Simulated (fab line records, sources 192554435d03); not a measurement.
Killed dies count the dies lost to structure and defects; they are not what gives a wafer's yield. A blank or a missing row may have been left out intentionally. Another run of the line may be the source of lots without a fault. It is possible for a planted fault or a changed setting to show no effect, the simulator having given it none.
Code-filled problem report in 8D (eight disciplines) form | flow n5-finfet | the parts of the form that need people (team, actions taken, sign-off) are left out

== 1. THE PROBLEM ==
killed_at_M4_up at N5_PASSIVATION_PROBE_49 reads a mean of 93 on 6 wafers of 2 lots; wafers without a fault read 13 with a standard deviation of 5.2. Relative to the usual mean, that is a shift of +15 standard deviations.
Earliest sighting: wafer L338.1 on prober-01 at day 14 20:10. At this step, 33 wafers from 11 lots have a number in the record. The rule behind "out" and "out of limits": a value lying over 4 standard deviations away from the usual mean. Any other wafer with a number is counted as sound.

== 2. WHAT IT IS, WHAT IT ISN'T ==
question                    | is                     | is not
which readings at this step | killed_at_M4_up        | killed-at-contacts, killed-at-front-end, killed-at-other, killed-open
which lots                  | L338, L341             | L331, L332, L333, L334, L344, L346, L347, L351, L352
which wafers of those lots  | all that have a number | -
read on which tools         | prober-01, prober-02   | -
when                        | from day 14 20:10      | up to then (12 sound wafers); but 15 sound wafers of L344, L346, L347, L351, L352 came after

== 3. SUSPECTS, AND WHAT RULES EACH OUT ==
Counting: a tool at a process step up to the reading stays a suspect if it ran every lot that is out and no sound lot after the first of them.
- pvd-sputter-02 at N5_BEOL_M5_SPUTTER_83 (material Cu, target thk 15 nm, time 27.62 s): ruled out as a lasting fault. After its first lot that is out, L338 (day 10 20:36), sound lots L352 ran on it.
- rie-diel-06 at N5_PASSIVATION_ETCH_54 (etches SiO2 in CHF3/O2, target depth 880 nm, time 440 s): ruled out as a lasting fault. After its first lot that is out, L338 (day 14 17:23), sound lots L344, L346, L347, L352, L351 ran on it.
- rie-diel-06 at N5_PASSIVATION_STRIP_48 (strips in O2): ruled out as a lasting fault. After its first lot that is out, L338 (day 14 17:41), sound lots L344, L346, L347, L352, L351 ran on it.
Left after counting: nothing in the record.

== 4. THE CAUSE (what the simulator had put in) ==
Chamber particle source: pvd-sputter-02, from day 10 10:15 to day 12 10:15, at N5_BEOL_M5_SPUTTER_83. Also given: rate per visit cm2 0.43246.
It was ruled out by counting, in error; the rule expects a fault to strike all lots run on its tool from its start on, and this fault did not.

== 5. SEQUENCE OF EFFECTS, ordered by route ==
Each row: a reading whose mean over the struck wafers that have a number lies more than 3 standard deviations from the usual. Only readings whose record carries a usual standard deviation are examined. hours: median over the lots of the time between each lot's start at the first step of this table that gives one and its start at this step. sigmas: the change, counted in usual standard deviations.
hours | step                    | reading              | usual  | on struck wafers | change | sigmas
0     | N5_PASSIVATION_PROBE_49 | defect-limited-yield | 91.1 % | 85.6             | -5.5   | -3.7
0     | N5_PASSIVATION_PROBE_49 | killed_at_M4_up      | 13     | 93               | +80    | +15
0     | N5_PASSIVATION_PROBE_49 | killed-dies          | 105    | 170              | +64    | +3.8
0     | N5_PASSIVATION_PROBE_49 | sort_bin_5_function  | 5.1 %  | 9.1              | +4.0   | +4.1
0     | N5_PASSIVATION_PROBE_49 | sort-n-pass          | 1075   | 1010             | -64    | -3.8
0     | N5_PASSIVATION_PROBE_49 | sort-yield-pct       | 91.1 % | 85.6             | -5.5   | -3.7
It contains these process steps:
- N5_PASSIVATION_PROBE_49

== 6. HOW IT WOULD HAVE BEEN CAUGHT EARLIER ==
First out-of-limits reading in this record: day 14 20:10, which is 106 hours after fault onset at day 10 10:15.
An alarm limit of 4 standard deviations would not have fired on the tool readings at N5_BEOL_M5_SPUTTER_83 for which the record gives a usual standard deviation, since none of them was out on any struck wafer.
